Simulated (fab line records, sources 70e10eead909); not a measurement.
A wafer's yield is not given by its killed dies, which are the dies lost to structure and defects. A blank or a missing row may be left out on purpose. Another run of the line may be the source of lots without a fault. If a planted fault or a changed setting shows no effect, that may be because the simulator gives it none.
fab line records -- flow nand-harc
[record] lots = 6, wafers = 18, last-day = 23
route steps=1159 shown A_SLIT@785
lots untouched by any fault: they come from a run of this same line in which no faults occurred
start-h: hours from the record's opening day to when the first of the lot's shown wafers began -- wait-h: time in hours since the lot's previous step -- " identical to the entry in the row above -- L1.1+2: a row that stands for several wafers -- - no value, or no start given -- * or withheld: withheld -- < > ~ a bound
route shown NAME@n: names a module that has steps shown in the file, with the first one's number in the route -- usual: mean and standard deviation over wafers with no fault -- same: alike in all rows -- chamber/n: place in a boat -- sites: each site's reading -- _std_site: how widely they spread, as a standard deviation -- _edge_site: inner sites' mean taken away from outer sites' mean -- radius-mm: how far each site lies from the wafer's centre -- mask NAME#n: copy n -- behind: the last tool/chamber to shape the wafer -- hold: cause of the lot's hold/its duration in hours/its outcome -- device: transistor that didn't switch, given as n, p or np -- end of line: the route-end tests of the same wafers -- a step given without rows: its recipe and nothing more -- killed: dies that structure and defects cost at the first sort, which is not the same as the wafer's yield -- map: the dies of a wafer, with x for killed, . for not killed, _ for no die there
set.NAME: the setting as run; set.NAME@STEP: as run at that earlier step -- model.NAME: the simulator's own value behind a step, which no gauge read
lots seen at some steps along the route; tables by step, rows by wafer
services: a tool's chamber out of use, with start hour (start-h, from the record's first day; less than 0 if before it), hours out, and reason
[[steps]]
[step NHARC_A_SLIT_SOFTBAKE_04]
[recipe] temp-c = 105, time-s = 55
[step NHARC_A_SLIT_EBR_05]
[step NHARC_A_SLIT_EXPOSE_06]
[recipe] na = 1.35, dose-mj = 60.82, mask-id = SLIT
[step NHARC_A_SLIT_PEB_07]
[recipe] peb-temp-c = 100, peb-time-s = 65
[step NHARC_A_SLIT_DEVELOP_08]
[recipe] develop-time-s = 35, dev-temp-c = 23
[step NHARC_A_SLIT_CD_MEAS_09]
[recipe] target-cd-nm = 300, landing-energy-ev = 500
[usual] cd-nm = 299.9/0.53
lot.wafer,tool,chamber,start-h,wait-h,cd-nm
L118.2,cd-sem-01,0,334.65,-,299.8
L118.3,cd-sem-01,0,334.65,-,299.4
L118.4,cd-sem-01,0,334.65,-,299.6
L121.1,cd-sem-02,0,364.98,-,300.3
L121.3,cd-sem-02,0,364.98,-,299.7
L121.4,cd-sem-02,0,364.98,-,300.1
L126.1,cd-sem-02,0,395.70,-,300.0
L126.2,cd-sem-02,0,395.70,-,299.5
L126.6,cd-sem-02,0,395.70,-,300.0
L125.1,cd-sem-01,0,401.97,-,298.9
L125.2,cd-sem-01,0,401.97,-,299.4
L125.4,cd-sem-01,0,401.97,-,299.6
L131.1,cd-sem-02,0,412.13,-,299.7
L131.3,cd-sem-02,0,412.13,-,299.2
L131.4,cd-sem-02,0,412.13,-,300.2
L133.1,cd-sem-02,0,432.95,-,300.3
L133.4,cd-sem-02,0,432.95,-,300.4
L133.5,cd-sem-02,0,432.95,-,301.2
[step NHARC_A_SLIT_OVL_MEAS_10]
[usual] overlay-x-nm = 0.0/0.71, overlay-y-nm = -0.2/0.79
lot.wafer,tool,chamber,start-h,wait-h,overlay-x-nm,overlay-y-nm
L118.2,overlay-01,-,334.74,-,0.4,0.5
L118.3,overlay-01,-,334.74,-,0.2,0.5
L118.4,overlay-01,-,334.74,-,1.1,0.6
L121.1,overlay-02,-,365.07,-,-0.1,1.3
L121.3,overlay-02,-,365.07,-,-0.3,1.0
L121.4,overlay-02,-,365.07,-,0.0,1.1
L126.1,overlay-02,-,395.78,-,-1.1,0.3
L126.2,overlay-02,-,395.78,-,-0.8,0.2
L126.6,overlay-02,-,395.78,-,-0.7,-0.4
L125.1,overlay-01,-,402.05,-,-0.3,0.4
L125.2,overlay-01,-,402.05,-,-0.4,0.2
L125.4,overlay-01,-,402.05,-,-0.1,-0.4
L131.1,overlay-02,-,412.22,-,-1.2,-0.4
L131.3,overlay-02,-,412.22,-,-1.3,-0.4
L131.4,overlay-02,-,412.22,-,-0.9,-0.8
L133.1,overlay-01,-,433.04,-,-0.9,0.1
L133.4,overlay-01,-,433.04,-,-1.0,0.6
L133.5,overlay-01,-,433.04,-,-0.5,0.2
[step NHARC_A_SLIT_INSPECT_11]
[usual] raw-defect-count = 20/9.3
lot.wafer,tool,chamber,start-h,wait-h,raw-defect-count
L118.2,defect-inspect-02,-,334.77,0.0,23
L118.3,defect-inspect-02,-,334.77,0.0,24
L118.4,defect-inspect-02,-,334.77,0.0,27
L121.1,defect-inspect-02,-,365.10,0.0,38
L121.3,defect-inspect-02,-,365.10,0.0,32
L121.4,defect-inspect-02,-,365.10,0.0,22
L126.1,defect-inspect-02,-,395.82,0.0,16
L126.2,defect-inspect-02,-,395.82,0.0,14
L126.6,defect-inspect-02,-,395.82,0.0,16
L125.1,defect-inspect-01,-,402.09,0.0,26
L125.2,defect-inspect-01,-,402.09,0.0,38
L125.4,defect-inspect-01,-,402.09,0.0,37
L131.1,defect-inspect-01,-,412.26,0.0,10
L131.3,defect-inspect-01,-,412.26,0.0,12
L131.4,defect-inspect-01,-,412.26,0.0,11
L133.1,defect-inspect-01,-,433.08,0.0,17
L133.4,defect-inspect-01,-,433.08,0.0,13
L133.5,defect-inspect-01,-,433.08,0.0,12
[step NHARC_A_SLIT_DESCUM_14]
[recipe] time-s = 3, o2-flow-sccm = 200, ar-flow-sccm = 0, bias-power-w = 0, chemistry = O2
[usual] drypump-motor-current-A = 5.6/0.36, oes-product-au = 1.003/0.0094, rf-vpp-V = 57.8/0.83, showerhead-plenum-p-Torr = 1.95/0.087, throttle-valve-pct = 11.312/0.0093
lot.wafer,tool,chamber,start-h,wait-h,drypump-motor-current-A,oes-product-au,rf-hours-counter-h,rf-vpp-V,showerhead-plenum-p-Torr,throttle-valve-pct
L118.4,rie-diel-03,0,334.83,0.1,5.8,1.010,7,56.7,2.03,11.297
L118.3,rie-diel-03,2,334.83,0.1,5.4,1.012,7,56.9,1.84,11.315
L118.2,rie-diel-03,3,334.83,0.1,6.0,1.011,7,56.6,1.79,11.311
L121.1,rie-diel-03,1,365.17,0.1,6.0,1.007,8,57.1,2.01,11.306
L121.4,rie-diel-03,2,365.17,0.1,5.5,1.006,9,56.0,1.84,11.309
L121.3,rie-diel-03,3,365.17,0.1,6.0,1.005,9,57.7,1.79,11.322
L126.1,rie-diel-10,3,395.90,0.1,6.2,1.011,2,57.2,1.84,11.307
L126.2,rie-diel-10,0,395.90,0.1,5.4,1.006,2,56.7,1.83,11.315
L126.6,rie-diel-10,1,395.90,0.1,5.2,0.999,-,58.6,1.94,11.321
L125.2,rie-diel-10,3,402.17,0.1,6.2,1.012,3,56.4,1.84,11.315
L125.1,rie-diel-10,1,402.17,0.1,5.2,0.997,3,57.6,1.94,11.324
L125.4,rie-diel-10,2,402.17,0.1,5.6,1.004,3,57.9,2.05,11.324
L131.3,rie-diel-09,3,412.32,0.1,5.5,0.991,9,58.3,2.05,11.319
L131.4,rie-diel-09,1,412.32,0.1,5.9,0.992,12,57.5,1.94,11.321
L131.1,rie-diel-09,2,412.32,0.1,5.0,0.997,10,57.8,1.95,11.321
L133.4,rie-diel-10,3,433.16,0.1,6.2,1.002,5,57.6,1.84,11.326
L133.1,rie-diel-10,0,433.16,0.1,5.4,0.991,4,55.8,1.83,11.321
L133.5,rie-diel-10,2,433.16,0.1,5.6,1.000,-,58.9,2.05,11.317
[step NHARC_A_SLIT_ETCH_24]
[recipe] target-depth-a = 1210, time-s = 60.5, cf4-flow-sccm = 100, chf3-flow-sccm = 30, ar-flow-sccm = 0, rf-w = 500, bias-w = 200, chemistry = CF4/CHF3
[usual] bias-w = 200.0/0.63, cf4-flow-sccm = 100.04/0.3, drypump-motor-current-A = 5.6/0.36, oes-product-au = 0.956/0.021, rf-vpp-V = 371.4/2.2, showerhead-plenum-p-Torr = 1.60/0.065, throttle-valve-pct = 16.804/0.0089
lot.wafer,tool,chamber,start-h,wait-h,bias-w,cf4-flow-sccm,drypump-motor-current-A,oes-product-au,rf-hours-counter-h,rf-vpp-V,showerhead-plenum-p-Torr,throttle-valve-pct
L118.4,rie-diel-03,2,334.92,0.1,199.7,100.19,5.4,0.988,7,369.3,1.52,16.795
L118.3,rie-diel-03,3,334.92,0.1,199.7,100.12,6.0,0.977,7,366.7,1.48,16.808
L118.2,rie-diel-03,0,334.92,0.1,200.3,100.03,5.8,0.965,7,373.1,1.66,16.810
L121.3,rie-diel-03,1,365.26,0.1,200.0,100.16,6.0,0.919,8,371.8,1.64,16.797
L121.1,rie-diel-03,2,365.26,0.1,199.7,99.84,5.5,0.922,9,369.6,1.52,16.797
L121.4,rie-diel-03,3,365.26,0.1,199.7,100.21,6.0,0.923,9,367.2,1.48,16.810
L126.2,rie-diel-10,1,395.97,0.1,200.7,100.08,5.3,0.961,3,370.6,1.59,16.812
L126.1,rie-diel-10,3,395.97,0.1,199.3,100.01,6.2,0.984,2,368.6,1.52,16.798
L126.6,rie-diel-10,2,395.97,0.1,199.5,100.06,5.6,0.961,-,374.8,1.68,16.820
L125.2,rie-diel-10,3,402.28,0.1,199.6,100.52,6.2,0.957,3,368.7,1.52,16.806
L125.1,rie-diel-10,1,402.28,0.1,200.1,99.89,5.3,0.956,3,371.4,1.59,16.813
L125.4,rie-diel-10,2,402.28,0.1,199.6,99.43,5.6,0.953,3,373.0,1.68,16.810
L131.4,rie-diel-09,1,412.40,0.1,201.4,100.01,5.9,0.927,12,371.4,1.60,16.806
L131.1,rie-diel-09,2,412.40,0.1,199.8,100.25,5.0,0.910,10,370.8,1.60,16.812
L131.3,rie-diel-09,3,412.40,0.1,200.8,100.04,5.5,0.918,9,373.4,1.68,16.796
L133.1,rie-diel-10,0,433.22,0.1,199.5,100.54,5.4,0.960,4,368.2,1.51,16.796
L133.4,rie-diel-10,1,433.22,0.1,200.8,100.29,5.2,0.955,5,371.5,1.59,16.811
L133.5,rie-diel-10,0,433.22,0.1,200.0,100.47,5.4,0.969,-,369.3,1.51,16.804
[step NHARC_A_SLIT_ETCH_15]
[recipe] target-depth-a = 32000, over-etch-frac = 0.3, time-s = 832, ion-energy-ev = 150, o2-flow-sccm = 400, cos-flow-sccm = 20, ar-flow-sccm = 0, rf-w = 500, bias-w = 300, chemistry = O2/COS
[usual] bias-w = 300.1/0.82, chamber-pressure-mTorr = 20.002/0.019, drypump-motor-current-A = 5.6/0.36, oes-product-au = 1.003/0.01, rf-vpp-V = 314.7/2.1, showerhead-plenum-p-Torr = 3.16/0.14, throttle-valve-pct = 28.331/0.0084
lot.wafer,tool,chamber,start-h,wait-h,bias-w,chamber-pressure-mTorr,drypump-motor-current-A,oes-product-au,rf-hours-counter-h,rf-vpp-V,showerhead-plenum-p-Torr,throttle-valve-pct
L118.2,rie-diel-03,2,-,-,299.9,19.980,5.4,1.011,7,312.5,3.01,28.337
L118.3,rie-diel-03,3,-,-,300.6,20.016,6.1,1.022,7,311.3,2.93,28.342
L118.4,rie-diel-03,1,-,-,300.3,19.994,6.0,0.998,7,314.3,3.26,28.330
L121.3,rie-diel-03,1,-,-,299.1,20.032,6.0,1.006,8,316.2,3.26,28.323
L121.1,rie-diel-03,2,-,-,299.3,19.999,5.4,1.001,10,311.7,3.01,28.328
L121.4,rie-diel-03,3,-,-,299.6,20.007,6.0,1.002,9,311.6,2.93,28.320
L126.1,rie-diel-10,0,-,-,301.6,20.014,5.4,0.993,2,313.1,2.99,28.353
L126.2,rie-diel-10,2,-,-,300.1,19.981,5.6,1.001,3,315.6,3.34,28.335
L126.6,rie-diel-10,3,-,-,299.4,20.000,6.3,1.009,-,312.7,3.02,28.335
L125.2,rie-diel-10,0,-,-,300.0,20.044,5.4,1.004,3,311.9,2.99,28.336
L125.4,rie-diel-10,1,-,-,301.1,19.986,5.2,1.004,4,315.4,3.16,28.331
L125.1,rie-diel-10,2,-,-,299.9,19.981,5.6,1.007,3,316.2,3.34,28.339
L131.1,rie-diel-09,2,-,-,301.5,19.996,5.0,0.981,10,315.3,3.18,28.342
L131.3,rie-diel-09,3,-,-,298.6,20.018,5.6,0.980,9,317.4,3.33,28.334
L131.4,rie-diel-09,0,-,-,300.8,19.996,5.3,1.020,11,316.4,3.25,28.342
L133.4,rie-diel-10,0,-,-,298.3,20.010,5.4,0.989,5,312.5,2.99,28.324
L133.1,rie-diel-10,1,-,-,299.4,19.988,5.3,1.000,5,314.9,3.16,28.335
L133.5,rie-diel-10,2,-,-,301.0,20.003,5.6,1.006,-,317.7,3.34,28.330
[step NHARC_A_SLIT_ETCH_17]
[recipe] bias-v = 900, source-w = withheld, pressure-mtorr = 20, ar-flow-sccm = 375, c4f8-flow-sccm = 83.3, o2-flow-sccm = 41.7, time-s = 1687.5, target-depth-a = 1.01e+05, chemistry = C4F8/O2/Ar
[usual] c4f8-flow-sccm = 83.33/0.23, chamber-pressure-mTorr = 19.999/0.018, drypump-motor-current-A = 6.0/0.5, showerhead-plenum-p-Torr = 3.77/0.073, throttle-valve-pct = 32.046/0.009
lot.wafer,tool,chamber,start-h,wait-h,c4f8-flow-sccm,chamber-pressure-mTorr,drypump-motor-current-A,rf-hours-counter-h,showerhead-plenum-p-Torr,throttle-valve-pct
L118.2,har-etch-02,0,338.33,-,83.01,19.984,5.8,185,3.83,32.052
L118.3,har-etch-02,1,338.33,-,83.47,19.996,6.1,-,3.83,32.057
L118.4,har-etch-02,0,338.33,-,83.25,19.982,5.8,-,3.83,32.037
L121.1,har-etch-01,0,365.93,-,83.59,20.038,6.7,20,3.65,32.049
L121.3,har-etch-01,0,365.93,-,83.27,20.007,6.6,-,3.65,32.053
L121.4,har-etch-01,1,365.93,-,83.00,20.002,5.2,-,3.79,32.045
L126.1,har-etch-02,0,396.65,-,83.21,19.986,5.8,212,3.82,32.033
L126.2,har-etch-02,1,396.65,-,83.17,19.981,6.1,212,3.82,32.051
L126.6,har-etch-02,0,396.65,-,83.12,19.991,5.8,-,3.82,32.037
L125.2,har-etch-02,1,403.25,-,83.26,20.009,6.1,214,3.82,32.047
L125.1,har-etch-02,0,403.25,-,83.39,19.998,5.8,214,3.82,32.048
L125.4,har-etch-02,0,403.25,-,83.12,20.020,5.8,-,3.82,32.037
L131.1,har-etch-01,0,413.08,-,83.41,20.020,6.6,42,3.64,32.042
L131.3,har-etch-01,0,413.08,-,83.67,19.973,6.6,-,3.64,32.051
L131.4,har-etch-01,1,413.08,-,83.24,20.001,5.2,-,3.78,32.055
L133.1,har-etch-01,1,436.57,-,83.33,19.990,5.2,53,3.78,32.043
L133.4,har-etch-01,0,436.57,-,83.13,19.984,6.7,-,3.63,32.051
L133.5,har-etch-01,0,436.57,-,83.28,19.990,6.7,-,3.63,32.029
[step NHARC_A_SLIT_ETCH_26]
[recipe] bias-v = 400, source-w = 2000, pressure-mtorr = 25, time-s = 90, ar-flow-sccm = 375, c4f8-flow-sccm = 41.7, o2-flow-sccm = 83.3, target-depth-a = 4000, chemistry = C4F8/O2/Ar
[usual] bias-v = 399/4, c4f8-flow-sccm = 41.70/0.13, drypump-motor-current-A = 6.0/0.5, showerhead-plenum-p-Torr = 3.81/0.075, throttle-valve-pct = 27.620/0.0095
lot.wafer,tool,chamber,start-h,wait-h,bias-v,c4f8-flow-sccm,drypump-motor-current-A,rf-hours-counter-h,showerhead-plenum-p-Torr,throttle-valve-pct
L118.2,har-etch-02,0,339.61,1.0,402,41.76,5.8,186,3.87,27.629
L118.3,har-etch-02,1,339.61,1.0,401,41.91,6.1,-,3.87,27.624
L118.4,har-etch-02,0,339.61,1.0,402,41.95,5.8,-,3.87,27.613
L121.1,har-etch-01,0,367.43,1.3,401,41.57,6.6,22,3.68,27.608
L121.3,har-etch-01,0,367.43,1.3,402,41.45,6.6,-,3.68,27.633
L121.4,har-etch-01,1,367.43,1.3,402,41.89,5.2,-,3.83,27.630
L126.1,har-etch-02,0,398.15,1.2,-,-,-,-,-,-
L126.2,har-etch-02,1,398.15,1.2,-,-,-,-,-,-
L126.6,har-etch-02,0,398.15,1.2,-,-,-,-,-,-
L125.2,har-etch-02,1,404.74,1.2,-,-,-,-,-,-
L125.1,har-etch-02,0,404.74,1.2,-,-,-,-,-,-
L125.4,har-etch-02,0,404.74,1.2,-,-,-,-,-,-
L131.1,har-etch-01,0,414.57,1.2,399,41.80,6.6,43,3.67,27.626
L131.3,har-etch-01,0,414.57,1.2,395,41.78,6.6,-,3.67,27.616
L131.4,har-etch-01,1,414.57,1.2,397,41.70,5.2,-,3.82,27.630
L133.1,har-etch-01,1,437.85,1.0,396,41.65,5.2,54,3.81,27.622
L133.4,har-etch-01,0,437.85,1.0,399,41.62,6.6,-,3.67,27.608
L133.5,har-etch-01,0,437.85,1.0,405,41.65,6.6,-,3.67,27.616
[step NHARC_A_SLIT_STRIP_28]
[recipe] o2-flow-sccm = 400, cos-flow-sccm = 20, ar-flow-sccm = 0, bias-w = 0, chemistry = O2/COS
[[services]]
tool,chamber,start-h,hours,kind
rie-diel-09,3,317.07,4.9,repair
rie-diel-10,0,332.72,-,clean
rie-diel-10,1,332.72,-,clean
rie-diel-10,2,332.72,-,clean
rie-diel-10,3,332.72,-,clean
rie-diel-09,2,336.39,7.4,repair
rie-diel-10,0,340.37,2.4,repair
rie-diel-03,-,345.17,0.1,repair
rie-diel-10,-,353.50,9.0,pm
rie-diel-10,0,353.50,9.0,vent-cycle
rie-diel-10,1,353.50,9.0,vent-cycle
rie-diel-10,2,353.50,9.0,vent-cycle
rie-diel-10,3,353.50,9.0,vent-cycle
rie-diel-10,0,362.50,-,clean
rie-diel-10,1,362.50,-,clean
rie-diel-10,2,362.50,-,clean
rie-diel-10,3,362.50,-,clean
rie-diel-09,-,369.84,0.8,repair
rie-diel-10,0,383.70,7.9,repair
rie-diel-10,1,387.00,-,clean
rie-diel-10,2,387.00,-,clean
rie-diel-03,-,392.30,9.0,pm
rie-diel-03,-,403.68,0.3,repair
rie-diel-09,-,431.43,9.0,pm
[[key]]
[first-sign] step = NHARC_A_SLIT_ETCH_26, reading = tool-record, direction = missing
effect none on later readings
met-at NHARC_A_SLIT_ETCH_26
struck-wafers L125.1,L125.2,L125.4,L126.1,L126.2,L126.6
later-rows-left-out L125.1,L125.2,L125.4,L126.1,L126.2,L126.6
sort-left-out L125.1,L125.2,L125.4,L126.1,L126.2,L126.6
tester-left-out L125,L126
onset-between 339.61 398.15
[fault] kind = skipped-step-whole, tool = har-etch-02, chamber = -, onset-h = 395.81, steps = NHARC_A_SLIT_ETCH_26, scope = struck-lots-only
// tester-left-out: of these lots the tester's yield and bins aren't shown, on N5 and GAA mostly nor the transistor test; their killed dies are dies lost to structure and defects alone, not to doping, threshold or leakage, so they don't give the yield
// sort-left-out: the simulated sort isn't trusted on such a fault, so these wafers' sort isn't shown, and their yield isn't known
// later-rows-left-out: the simulator's readings of these wafers behind a module that went badly wrong aren't trusted and aren't shown, but for the sort
